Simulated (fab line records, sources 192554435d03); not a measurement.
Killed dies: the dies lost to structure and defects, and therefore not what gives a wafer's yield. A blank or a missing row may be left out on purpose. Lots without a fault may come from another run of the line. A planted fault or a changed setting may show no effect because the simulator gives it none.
Struck lot and sound lot, side by side || flow n5-finfet || 35 steps out of a route of 1938
Sound: the wafers L357.1, L357.4, L357.6. Struck: wafers L350.2, L350.3 (left out: L350.4, a lot-mate that was not struck); the cause follows at the end.
For every step that has rows: the tool of each side, followed by ch and its chambers, followed by its first start. Under that, the readings that differ: sound wafers || struck wafers || difference of the means || sigmas: that difference in standard deviations of wafers without a fault.
alike: a reading whose means differ by less than 2 such deviations, as well as words and numbers matching on both sides. not compared: withheld readings; readings where some wafer has no value; bounds like >300 that might hide an equal value; numbers whose values overlap and for which the record gives no deviation.
Wherever a step has rows on one side only, a row that says differs or no value, or a row with sigmas, the two part there. Numbers that don't overlap but have no deviation are shown without sigmas and don't part them. A reading that every wafer of one side lacks parts them only if that side has two wafers or more.

first, 10 steps without rows for these wafers: N5_BEOL_M9_TRENCH_ETCH_37 (etches SiCOH lowk in C4F6/O2, target depth 151.43 nm, time 49 s); N5_BEOL_M9_ETCH_41 (etches SiCN in CH3F/O2, target depth 36.6 nm, time 70.1 s); N5_BEOL_M9_STRIP_80 (strips in N2/H2, time 10 s); N5_BEOL_M9_HM_STRIP_39 (strips TiN in peroxide tin strip, target depth 25 nm, time 158 s); N5_BEOL_M9_SRD_40 (time 30 s); N5_BEOL_M9_PRECLEAN_42 (cleans in residue remover, time 60 s); N5_BEOL_M9_SRD_43 (time 30 s); N5_BEOL_M9_CURE_72 (cures SiCOH lowk, time 120 s); N5_BEOL_M9_DEGAS_44 (time 60 s); N5_BEOL_M9_PRE_CLEAN_45 (time 30 s).
N5_BEOL_M9_ALD_74: deposits TaN, target thk 2 nm, pulse time 2 s, purge time 3 s.
  sound on ald-metal-03 ch 1,3, day 14 07:14; struck on ald-metal-04 ch 2,3, day 12 07:15
{"reading": "ald-cycles", "sound": "40 40 40", "struck": "30 30", "difference": -10, "sigmas": ""}
{"reading": "heater-power-w (W)", "sound": "481 404 477", "struck": "376 395", "difference": -68, "sigmas": -3}
{"reading": "model.TaN_of_BEOL_M9_ALD_74.thk-nm (nm)", "sound": "2 2 2", "struck": "1.4 1.4", "difference": -0.6, "sigmas": ""}
then, 22 steps without rows for these wafers: N5_BEOL_M9_SURFACE_TREAT_79; N5_BEOL_M9_CVD_78 (deposits Co from CCTBA/H2, target thk 2 nm, time 138.9 s); N5_BEOL_M9_SPUTTER_48 (material Cu, target thk 12 nm, time 2 s); N5_BEOL_M9_ECD_50 (material Cu, target thk 318 nm); N5_BEOL_M9_ANNEAL_51 (time 90 s); N5_BEOL_M9_CMP_52 (polishes, stops on SiCOH lowk, t overpolish 7 s, target thk 140 nm); N5_BEOL_M9_PRE_CLEAN_55 (time 15 s); N5_BEOL_M9_DEP_56 (deposits SiCN from 3MS/NH3, target thk 15 nm, time 26.5 s); N5_BEOL_M10_ILD_DEP_00 (deposits SiCOH lowk from DEMS/porogen, target thk 308.51 nm, time 58 s); N5_BEOL_M10_CURE_71 (cures SiCOH lowk, time 240 s); N5_BEOL_M10_PECVD_70 (deposits SiO2 from TEOS/O2, target thk 20 nm, time 22.7 s); N5_BEOL_M10_HM_DEP_02 (deposits TiN, target thk 20 nm); N5_BEOL_M10_COAT_59 (time 60 s, resist thk 100 nm); N5_BEOL_M10_COAT_60 (time 60 s, resist thk 30 nm); N5_BEOL_M10_COAT_05 (resist thk 90 nm); N5_BEOL_M10_EBR_07; N5_BEOL_M10_SOFTBAKE_06 (time 60 s); N5_BEOL_M10_EXPOSE_08 (exposes mask M10); N5_BEOL_M10_PEB_09 (peb time 60 s); N5_BEOL_M10_DEVELOP_10 (develop time 30 s); N5_BEOL_M10_DESCUM_16 (chemistry O2, time 7.9 s); N5_BEOL_M10_ETCH_61 (etches SiARC in CF4, target depth 39 nm, time 65 s).
N5_BEOL_M15_RC_MEAS_101:
  sound on prober-01 ch 0, day 15 22:08; struck on prober-01 ch 0, day 13 23:24
{"reading": "COMB_M9 (S/m)", "sound": "9e-12 1.3e-11 1.3e-11", "struck": "2.7e-11 2.4e-11", "difference": "+1.4e-11", "sigmas": "+5"}
  alike: COMB_M10, COMB_M11, COMB_M12, COMB_M13, COMB_M13_max_site, COMB_M14, COMB_M15, COMB_M5, COMB_M6, COMB_M7, COMB_M8, SERP_M10, SERP_M11, SERP_M12, SERP_M13, SERP_M14, SERP_M5, SERP_M6, SERP_M7, SERP_M8, SERP_M9
N5_PASSIVATION_PROBE_49:
  struck on prober-01, day 14 12:58; sound on prober-01, day 16 14:55
  alike: defect-limited-yield, killed_at_M0_to_M3, killed_at_M4_up, killed-at-contacts, killed-at-front-end, killed-at-other, killed-dies, killed-open, killed-short, sort_bin_5_function, sort_bin_6_memory, sort-n-pass, sort-yield-pct
  not compared: sort_bin_4_leakage

## WHERE THEY PART
First at N5_BEOL_M9_ALD_74; last, within this record, at N5_BEOL_M15_RC_MEAS_101. Later steps at which nothing parts them and some readings are alike: N5_PASSIVATION_PROBE_49.

WHY: whatever the simulator had introduced
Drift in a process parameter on ald-metal-04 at N5_BEOL_M9_ALD_74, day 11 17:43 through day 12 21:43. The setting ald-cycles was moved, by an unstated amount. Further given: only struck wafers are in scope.
